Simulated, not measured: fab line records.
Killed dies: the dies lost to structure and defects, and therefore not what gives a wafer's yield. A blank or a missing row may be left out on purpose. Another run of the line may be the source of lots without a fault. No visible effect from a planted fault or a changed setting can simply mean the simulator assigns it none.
Chamber matching + flow n5Finfet + 4 sister chambers for N5_BEOL_M7_ETCH_72 on rieDiel-05
The step etches underlayer in N2/H2, target depth 6.5 nm, time 5.2 s. 20 wafers are shown with their chamber, then 10 later ones without.

== WAFERS WITH THEIR CHAMBER ==
| wafer  | chamber | drypumpMotorCurrentA (A) | showerheadPlenumPTorr (Torr) | throttleValvePct (%) |
|--------|---------|--------------------------|------------------------------|----------------------|
| L074.2 | 2       | 5.4                      | 2.69                         | 17.89                |
| L074.3 | 0       | 6.3                      | 2.48                         | 18.14                |
| L074.4 | 1       | 5.3                      | 2.69                         | 17.65                |
| L077.3 | 1       | 5.3                      | 2.69                         | 17.65                |
| L077.5 | 1       | 5.3                      | 2.69                         | 17.66                |
| L077.6 | 0       | 6.3                      | 2.48                         | 18.15                |
| L078.1 | 2       | 5.4                      | 2.68                         | 17.89                |
| L078.4 | 0       | 6.3                      | 2.48                         | 18.14                |
| L078.5 | 3       | 5.3                      | 2.50                         | 17.79                |
| L080.2 | 3       | 5.4                      | 2.50                         | 17.80                |
| L080.5 | 2       | 5.4                      | 2.68                         | 17.88                |
| L080.6 | 1       | 5.4                      | 2.69                         | 17.67                |
| L088.2 | 2       | 5.4                      | 2.67                         | 17.91                |
| L088.3 | 1       | 5.3                      | 2.68                         | 17.68                |
| L088.5 | 1       | 5.3                      | 2.68                         | 17.66                |
| L090.1 | 1       | 5.3                      | 2.68                         | 17.68                |
| L090.2 | 2       | 5.4                      | 2.67                         | 17.93                |
| L090.3 | 0       | 6.3                      | 2.47                         | 18.20                |
| L092.4 | 3       | 5.3                      | 2.49                         | 17.42                |
| L092.5 | 0       | 6.3                      | 2.47                         | 18.21                |

SIGNATURES (averages over the wafers above)
| reading               | chamber 0 | chamber 1 | chamber 2 | chamber 3 | scatter within a chamber |
|-----------------------|-----------|-----------|-----------|-----------|--------------------------|
| drypumpMotorCurrentA  | 6.300     | 5.314     | 5.400     | 5.333     | 0.0309                   |
| showerheadPlenumPTorr | 2.4760    | 2.6857    | 2.6780    | 2.4967    | 0.00632                  |
| throttleValvePct      | 18.1680   | 17.6643   | 17.9000   | 17.6700   | 0.0795                   |
Rule: distance of a wafer from a chamber = root of the sum over the readings of ((wafer's reading minus chamber's mean) / reading's scatter) squared. If the next closest chamber is less than 2 further off than the closest, the wafer can't be placed; otherwise it belongs to the closest. How the scatter is found: for the shown wafers, subtract from each reading the mean of its chamber, square and add these, divide the total by (wafers less chambers), then take the root.

== WAFERS WITH NO CHAMBER GIVEN ==
| wafer  | drypumpMotorCurrentA (A) | showerheadPlenumPTorr (Torr) | throttleValvePct (%) |
|--------|--------------------------|------------------------------|----------------------|
| L092.6 | 5.3                      | 2.50                         | 17.38                |
| L093.1 | 5.3                      | 2.67                         | 17.71                |
| L093.4 | 6.3                      | 2.46                         | 18.23                |
| L093.6 | 5.4                      | 2.67                         | 17.94                |
| L096.1 | 5.3                      | 2.49                         | 17.40                |
| L096.3 | 6.3                      | 2.46                         | 18.21                |
| L096.4 | 5.4                      | 2.66                         | 17.94                |
| L097.1 | 5.3                      | 2.49                         | 17.43                |
| L097.3 | 5.3                      | 2.67                         | 17.70                |
| L097.6 | 5.5                      | 2.66                         | 17.98                |

== EACH ONE'S CHAMBER ==
| wafer  | from the rows above     | in truth |
|--------|-------------------------|----------|
| L092.6 | 3                       | 3        |
| L093.1 | can't be placed: 1 or 2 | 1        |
| L093.4 | 0                       | 0        |
| L093.6 | 2                       | 2        |
| L096.1 | 3                       | 3        |
| L096.3 | 0                       | 0        |
| L096.4 | 2                       | 2        |
| L097.1 | 3                       | 3        |
| L097.3 | can't be placed: 1 or 2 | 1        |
| L097.6 | 2                       | 2        |
Placed correctly: 8 of 10. Can't be placed from these rows: 2 (the true chamber is among the candidates in 2). Placed wrongly: 0.
